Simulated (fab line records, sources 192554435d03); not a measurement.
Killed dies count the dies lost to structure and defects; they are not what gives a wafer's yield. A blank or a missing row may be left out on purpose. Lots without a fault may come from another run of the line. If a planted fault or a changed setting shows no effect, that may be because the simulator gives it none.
Which tool was responsible? + flow n5-finfet + Sampling: 10 lots, 30 wafers, 5 of 1938 route steps

WHAT THE GAUGES SHOWED, per wafer
The record lacks any reading of a measuring or inspecting step that a usual standard deviation could be used to judge.

WHAT TOOL EACH LOT RAN ON (gives the tool, then ch and the chambers of the sampled wafers, and finally the start)
| lot  | N5_GATE_CUT_HM_OPEN_40            | N5_GATE_CUT_CUT_ETCH_53           | N5_GATE_CUT_STRIP_21                 | N5_GATE_CUT_ALD_22               | N5_PASSIVATION_PROBE_49 |
|------|-----------------------------------|-----------------------------------|--------------------------------------|----------------------------------|-------------------------|
| L859 | rie-diel-02 ch 1,2, day 4 19:07   | rie-metal-02 ch 0, day 4 19:21    | plasma-asher-01 ch 1, day 4 19:38    | ald-sin-04 ch 0,1,3, day 4 19:48 | -                       |
| L861 | rie-diel-05 ch 0,1,2, day 5 07:43 | rie-metal-01 ch 0,1, day 5 07:56  | plasma-asher-02 ch 0,1, day 5 08:14  | ald-sin-02 ch 0,1,3, day 5 08:42 | -                       |
| L865 | rie-diel-02 ch 0,2, day 6 04:49   | rie-metal-03 ch 0,1, day 6 05:03  | plasma-asher-02 ch 0,1, day 6 05:20  | ald-sin-04 ch 0,3, day 6 06:15   | -                       |
| L866 | rie-diel-05 ch 2,3, day 6 12:28   | rie-metal-02 ch 0,1, day 6 12:41  | plasma-asher-01 ch 0,1, day 6 12:59  | ald-sin-04 ch 0,1, day 6 13:08   | -                       |
| L867 | rie-diel-06 ch 0,1,3, day 6 19:49 | rie-metal-01 ch 0,1, day 6 20:02  | plasma-asher-01 ch 1, day 6 20:20    | ald-sin-03 ch 1,2, day 6 20:40   | -                       |
| L873 | rie-diel-06 ch 1,2, day 8 07:45   | rie-metal-02 ch 0,1, day 8 08:00  | plasma-asher-01 ch 0,1, day 8 08:17  | ald-sin-04 ch 1,3, day 8 08:25   | prober-02, day 16 20:17 |
| L874 | rie-diel-06 ch 1,2,3, day 8 13:50 | rie-metal-01 ch 0,1, day 8 14:05  | plasma-asher-01 ch 0,1, day 8 14:22  | ald-sin-04 ch 1,2,3, day 8 14:32 | prober-02, day 18 01:51 |
| L876 | rie-diel-06 ch 0,1, day 9 01:13   | rie-metal-01 ch 0,1, day 9 01:27  | plasma-asher-02 ch 0, day 9 01:44    | ald-sin-03 ch 1,2,3, day 9 01:53 | prober-01, day 18 04:32 |
| L878 | rie-diel-02 ch 1,2, day 9 12:26   | rie-metal-03 ch 0, day 9 12:40    | plasma-asher-01 ch 0,1, day 9 12:58  | ald-sin-03 ch 1,2,3, day 9 13:09 | prober-01, day 18 18:31 |
| L880 | rie-diel-06 ch 0,2, day 10 02:46  | rie-metal-03 ch 0,1, day 10 02:59 | plasma-asher-02 ch 0,1, day 10 03:17 | ald-sin-02 ch 0,3, day 10 03:26  | -                       |
- N5_GATE_CUT_HM_OPEN_40: chemistry C4F6/O2, target SiO2, target depth 139 nm, time 85.1 s.
- N5_GATE_CUT_CUT_ETCH_53: etches W in SF6/Cl2, target depth 79.2 nm.
- N5_GATE_CUT_STRIP_21: strips in N2/H2, time 30 s.
- N5_GATE_CUT_ALD_22: deposits SiNx, target thk 16 nm, pulse time 1 s, ald cycles 320.
- N5_PASSIVATION_PROBE_49

WHAT THE TOOLS THEMSELVES READ (means of the sampled wafers that have a number; where no wafer has one, the mark that the record gives instead)
N5_GATE_CUT_HM_OPEN_40. Usual: bias-w 184.9 W, standard deviation 0.51; drypump-motor-current-A 5.8 A, standard deviation 0.55; etch-rf-on-time-s 93.4 s, standard deviation 1.8; oes-product-au 0.74 a.u., standard deviation 0.065; rf-vpp-V 669 V, standard deviation 7.2; showerhead-plenum-p-Torr 2.87 Torr, standard deviation 0.095; throttle-valve-pct 20.80 %, standard deviation 0.19.
| lot  | tool        | bias-w (W) | drypump-motor-current-A (A) | etch-rf-on-time-s (s) | oes-product-au (a.u.) | rf-vpp-V (V) | showerhead-plenum-p-Torr (Torr) | throttle-valve-pct (%) | flag |
|------|-------------|------------|-----------------------------|-----------------------|-----------------------|--------------|---------------------------------|------------------------|------|
| L859 | rie-diel-02 | 184.8      | 6.3                         | 92.2                  | 0.83                  | 674          | 3.00                            | 20.90                  |      |
| L861 | rie-diel-05 | 184.9      | 5.5                         | 94.2                  | 0.76                  | 665          | 2.87                            | 20.67                  |      |
| L865 | rie-diel-02 | 184.6      | 6.0                         | 90.4                  | 0.76                  | 678          | 2.90                            | 20.85                  |      |
| L866 | rie-diel-05 | 184.6      | 5.5                         | 95.2                  | 0.80                  | 669          | 2.85                            | 20.67                  |      |
| L867 | rie-diel-06 | 185.4      | 5.7                         | 94.0                  | 0.71                  | 665          | 2.78                            | 20.88                  |      |
| L873 | rie-diel-06 | 184.8      | 6.1                         | 95.1                  | 0.67                  | 665          | 2.79                            | 21.03                  |      |
| L874 | rie-diel-06 | 185.1      | 5.9                         | 93.5                  | 0.70                  | 665          | 2.77                            | 21.01                  |      |
| L876 | rie-diel-06 | 184.4      | 5.6                         | 92.8                  | 0.70                  | 666          | 2.78                            | 20.83                  |      |
| L878 | rie-diel-02 | 185.0      | 6.2                         | 92.4                  | 0.76                  | 679          | 2.94                            | 20.99                  |      |
| L880 | rie-diel-06 | 185.1      | 6.5                         | 94.7                  | 0.63                  | 659          | 2.81                            | 21.03                  |      |

N5_GATE_CUT_CUT_ETCH_53. Usual: bias-w 79.96 W, standard deviation 0.22; drypump-motor-current-A 5.7 A, standard deviation 0.39; etch-rf-on-time-s 25.86 s, standard deviation 0.28; oes-product-au 0.71 a.u., standard deviation 0.12; throttle-valve-pct 28.90 %, standard deviation 0.16.
| lot  | tool         | bias-w (W) | drypump-motor-current-A (A) | etch-rf-on-time-s (s) | oes-product-au (a.u.) | throttle-valve-pct (%) | flag |
|------|--------------|------------|-----------------------------|-----------------------|-----------------------|------------------------|------|
| L859 | rie-metal-02 | 79.92      | 6.0                         | 26.12                 | 0.84                  | 28.76                  |      |
| L861 | rie-metal-01 | 80.05      | 6.0                         | 25.67                 | 0.55                  | 29.05                  |      |
| L865 | rie-metal-03 | 79.89      | 5.5                         | 26.00                 | 0.72                  | 28.90                  |      |
| L866 | rie-metal-02 | 80.01      | 5.8                         | 25.96                 | 0.76                  | 28.79                  |      |
| L867 | rie-metal-01 | 79.83      | 6.0                         | 25.54                 | 0.67                  | 28.90                  |      |
| L873 | rie-metal-02 | 80.04      | 5.7                         | 25.97                 | 0.68                  | 28.79                  |      |
| L874 | rie-metal-01 | 79.83      | 6.0                         | 26.18                 | 0.64                  | 28.90                  |      |
| L876 | rie-metal-01 | 79.85      | 5.8                         | 25.91                 | 0.74                  | 28.87                  |      |
| L878 | rie-metal-03 | 80.03      | 4.9                         | 26.02                 | 0.72                  | 29.18                  |      |
| L880 | rie-metal-03 | 79.94      | 5.5                         | 26.22                 | 0.70                  | 28.90                  |      |

N5_GATE_CUT_STRIP_21. Usual: drypump-motor-current-A 6.0 A, standard deviation 0.49; heater-power-w 338 W, standard deviation 52; n2-flow-sccm 1750 sccm, standard deviation 5.3.
| lot  | tool            | drypump-motor-current-A (A) | heater-power-w (W) | n2-flow-sccm (sccm) | flag |
|------|-----------------|-----------------------------|--------------------|---------------------|------|
| L859 | plasma-asher-01 | 6.5                         | 362                | 1757                |      |
| L861 | plasma-asher-02 | 5.3                         | 365                | 1750                |      |
| L865 | plasma-asher-02 | 5.6                         | 394                | 1751                |      |
| L866 | plasma-asher-01 | 6.4                         | 329                | 1747                |      |
| L867 | plasma-asher-01 | 6.5                         | 357                | 1745                |      |
| L873 | plasma-asher-01 | 6.4                         | 325                | 1749                |      |
| L874 | plasma-asher-01 | 6.3                         | 324                | 1745                |      |
| L876 | plasma-asher-02 | 5.1                         | 344                | 1750                |      |
| L878 | plasma-asher-01 | 6.2                         | 296                | 1742                |      |
| L880 | plasma-asher-02 | 5.3                         | 371                | 1747                |      |

N5_GATE_CUT_ALD_22. Usual: chamber-pressure-Torr 2.000 Torr, standard deviation 0.0038; heater-power-w 836 W, standard deviation 78; precursor-pulse-height-rel 1.001, standard deviation 0.021.
| lot  | tool       | chamber-pressure-Torr (Torr) | heater-power-w (W) | precursor-pulse-height-rel | flag |
|------|------------|------------------------------|--------------------|----------------------------|------|
| L859 | ald-sin-04 | 2.002                        | 846                | 0.985                      |      |
| L861 | ald-sin-02 | 2.002                        | 789                | 1.001                      |      |
| L865 | ald-sin-04 | 2.000                        | 845                | 1.006                      |      |
| L866 | ald-sin-04 | 2.004                        | 834                | 1.000                      |      |
| L867 | ald-sin-03 | 1.998                        | 838                | 1.013                      |      |
| L873 | ald-sin-04 | 2.001                        | 903                | 1.012                      |      |
| L874 | ald-sin-04 | 1.999                        | 891                | 1.005                      |      |
| L876 | ald-sin-03 | 1.999                        | 851                | 1.018                      |      |
| L878 | ald-sin-03 | 2.004                        | 845                | 1.024                      |      |
| L880 | ald-sin-02 | 2.000                        | 738                | 1.007                      |      |

N5_PASSIVATION_PROBE_49. Usual: killed_at_M0_to_M3 36, standard deviation 11; killed_at_M4_up 14, standard deviation 5.6; killed-at-contacts 11, standard deviation 5.6; killed-at-front-end 40, standard deviation 12; killed-at-other 4, standard deviation 3.2; killed-dies 105, standard deviation 17; killed-open 69, standard deviation 12; killed-short 34, standard deviation 8.4.
| lot  | tool      | killed_at_M0_to_M3 | killed_at_M4_up | killed-at-contacts | killed-at-front-end | killed-at-other | killed-dies | killed-open | killed-short | flag |
|------|-----------|--------------------|-----------------|--------------------|---------------------|-----------------|-------------|-------------|--------------|------|
| L873 | prober-02 | 28                 | 9               | 8                  | 31                  | 5               | 81          | 51          | 27           |      |
| L874 | prober-02 | 26                 | 23              | 10                 | 30                  | 2               | 92          | 65          | 27           |      |
| L876 | prober-01 | 46                 | 15              | 14                 | 30                  | 3               | 108         | 68          | 39           |      |
| L878 | prober-01 | 30                 | 17              | 9                  | 60                  | 0               | 117         | 74          | 42           |      |

THE ANSWER, worked out from the rows above alone
Rule: a lot counts as off when the mean over its wafers that have a number is more than 3 standard deviations away from the usual mean. Also off: a lot with no number at a reading for which 4 or more lots have one. Any other lot the step has rows for is counted as sound. First the gauges in route order, then the tools' own readings, where a lot's mean is used as printed above. The first step at which some lot is off is used, and at that step the reading that is off furthest; a lot without a number counts as furthest.
No lot is off on any of the readings shown, so nothing can be concluded from this.

WHAT WAS PUT IN BY THE SIMULATOR
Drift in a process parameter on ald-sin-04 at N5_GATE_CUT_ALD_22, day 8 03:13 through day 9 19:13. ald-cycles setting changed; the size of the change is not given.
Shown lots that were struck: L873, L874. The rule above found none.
